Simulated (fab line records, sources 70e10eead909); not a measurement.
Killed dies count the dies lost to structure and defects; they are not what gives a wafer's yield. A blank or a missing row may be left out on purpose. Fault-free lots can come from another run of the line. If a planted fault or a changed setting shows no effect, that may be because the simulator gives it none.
The tool behind it: which one? / flow nand-harc / 13 lots, 39 wafers sampled, at 4 steps of a route of 1159

## WHAT THE GAUGES READ, wafer by wafer
NHARC_A_ONON_D1_THK_MEAS_05: measures by ellipsometry.
lot=L992; measured=day 7 07:18; on=film-metro-01; thk-nm (nm)=969 970 967
lot=L994; measured=day 8 05:41; on=film-metro-02; thk-nm (nm)=990 987 989
lot=L993; measured=day 8 05:43; on=film-metro-02; thk-nm (nm)=984 981 982
lot=L995; measured=day 8 11:39; on=film-metro-02; thk-nm (nm)=996 997 996
lot=L103; measured=day 10 17:35; on=film-metro-02; thk-nm (nm)=993 993 992
lot=L106; measured=day 10 17:49; on=film-metro-02; thk-nm (nm)=997 996 997
lot=L107; measured=day 11 13:26; on=film-metro-02; thk-nm (nm)=1019 1022 1020
lot=L109; measured=day 11 17:00; on=film-metro-01; thk-nm (nm)=1005 1003 1005
lot=L111; measured=day 12 03:28; on=film-metro-02; thk-nm (nm)=1002 1001 999
lot=L112; measured=day 12 15:23; on=film-metro-02; thk-nm (nm)=1001 1001 1000
lot=L113; measured=day 12 15:23; on=film-metro-01; thk-nm (nm)=1001 1000 998
lot=L115; measured=day 13 09:17; on=film-metro-01; thk-nm (nm)=1014 1015 1015
lot=L114; measured=day 13 09:21; on=film-metro-02; thk-nm (nm)=992 993 994

NHARC_A_ONON_D1_THK_MEAS_08: measures by ellipsometry.
lot=L992; measured=day 7 07:53; on=film-metro-01; thk-nm (nm)=997 995 997
lot=L994; measured=day 8 06:15; on=film-metro-02; thk-nm (nm)=1004 1005 1004
lot=L993; measured=day 8 06:17; on=film-metro-02; thk-nm (nm)=998 997 998
lot=L995; measured=day 8 12:13; on=film-metro-02; thk-nm (nm)=992 992 991
lot=L103; measured=day 10 18:10; on=film-metro-02; thk-nm (nm)=1002 1002 1535
lot=L106; measured=day 10 18:22; on=film-metro-02; thk-nm (nm)=975 976 975
lot=L107; measured=day 11 14:00; on=film-metro-02; thk-nm (nm)=1006 1006 1007
lot=L109; measured=day 11 17:34; on=film-metro-02; thk-nm (nm)=1000 1002 1001
lot=L111; measured=day 12 04:02; on=film-metro-02; thk-nm (nm)=990 990 989
lot=L112; measured=day 12 15:57; on=film-metro-01; thk-nm (nm)=1025 1025 1026
lot=L113; measured=day 12 15:58; on=film-metro-02; thk-nm (nm)=1003 1000 1001
lot=L115; measured=day 13 09:52; on=film-metro-02; thk-nm (nm)=989 988 988
lot=L114; measured=day 13 09:55; on=film-metro-01; thk-nm (nm)=995 993 993

NHARC_END_SORT_01.
lot=L103; measured=day 23 06:19; on=prober-01; killed-at-array=11 17 673; killed-at-other=0 0 0; killed-at-periphery=5 2 4; killed-dies=16 19 677; killed-open=3 4 1; killed-short=2 4 0

## WHAT TOOL EACH LOT RAN ON (gives the tool, then ch and the chambers of the sampled wafers, and finally the start)
lot=L992; NHARC_A_ONON_D1_DEP_06=pecvd-onon-01 ch 0, day 7 07:22
lot=L994; NHARC_A_ONON_D1_DEP_06=pecvd-onon-01 ch 0, day 8 05:55
lot=L993; NHARC_A_ONON_D1_DEP_06=pecvd-onon-04 ch 0, day 8 05:47
lot=L995; NHARC_A_ONON_D1_DEP_06=pecvd-onon-04 ch 0, day 8 11:43
lot=L103; NHARC_A_ONON_D1_DEP_06=pecvd-onon-04 ch 0, day 10 17:39
lot=L106; NHARC_A_ONON_D1_DEP_06=pecvd-onon-01 ch 0, day 10 17:55
lot=L107; NHARC_A_ONON_D1_DEP_06=pecvd-onon-02 ch 0, day 11 13:29
lot=L109; NHARC_A_ONON_D1_DEP_06=pecvd-onon-01 ch 0, day 11 17:14
lot=L111; NHARC_A_ONON_D1_DEP_06=pecvd-onon-01 ch 0, day 12 03:35
lot=L112; NHARC_A_ONON_D1_DEP_06=pecvd-onon-01 ch 0, day 12 15:26
lot=L113; NHARC_A_ONON_D1_DEP_06=pecvd-onon-02 ch 0, day 12 15:26
lot=L115; NHARC_A_ONON_D1_DEP_06=pecvd-onon-04 ch 0, day 13 09:28
lot=L114; NHARC_A_ONON_D1_DEP_06=pecvd-onon-01 ch 0, day 13 09:25
- NHARC_A_ONON_D1_DEP_06: target thk 1000 nm.

## WHAT THE TOOLS THEMSELVES READ (means of the sampled wafers that have a number; where no wafer has one, the mark that the record gives instead)
The record holds no such reading with a usual standard deviation.

## THE ANSWER, worked out from the rows above alone
Rule: the lots themselves supply what counts as usual. Put in order of their means at a reading, lots are off if they are a third of the lots or fewer, leave a main group of 4 or more, and stand apart from it by a gap of 3 or more times the standard deviation of the main group's means; of several such gaps the widest counts. The tables above print the reading to a certain number of digits; a main group whose means all agree to those digits is not used. Also off: a lot with no number at a reading for which 4 or more lots have one. Any other lot the step has rows for is counted as sound. First the gauges in route order, then the tools' own readings, where a lot's mean is used as printed above. The first step at which some lot is off is used, and at that step the reading that is off furthest; a lot without a number counts as furthest.
Off: L103 (NHARC_A_ONON_D1_THK_MEAS_08, thk-nm). Mean 998 nm and standard deviation 12 in the main group.
A tool fits if, at a process step before that reading, it ran every lot that is off, and no sound lot after the first of them. Those tools and the gauges at NHARC_A_ONON_D1_THK_MEAS_08 are tried in the same way. Not one of the candidates tried fits.

## WHAT THE SIMULATOR HAD PUT IN
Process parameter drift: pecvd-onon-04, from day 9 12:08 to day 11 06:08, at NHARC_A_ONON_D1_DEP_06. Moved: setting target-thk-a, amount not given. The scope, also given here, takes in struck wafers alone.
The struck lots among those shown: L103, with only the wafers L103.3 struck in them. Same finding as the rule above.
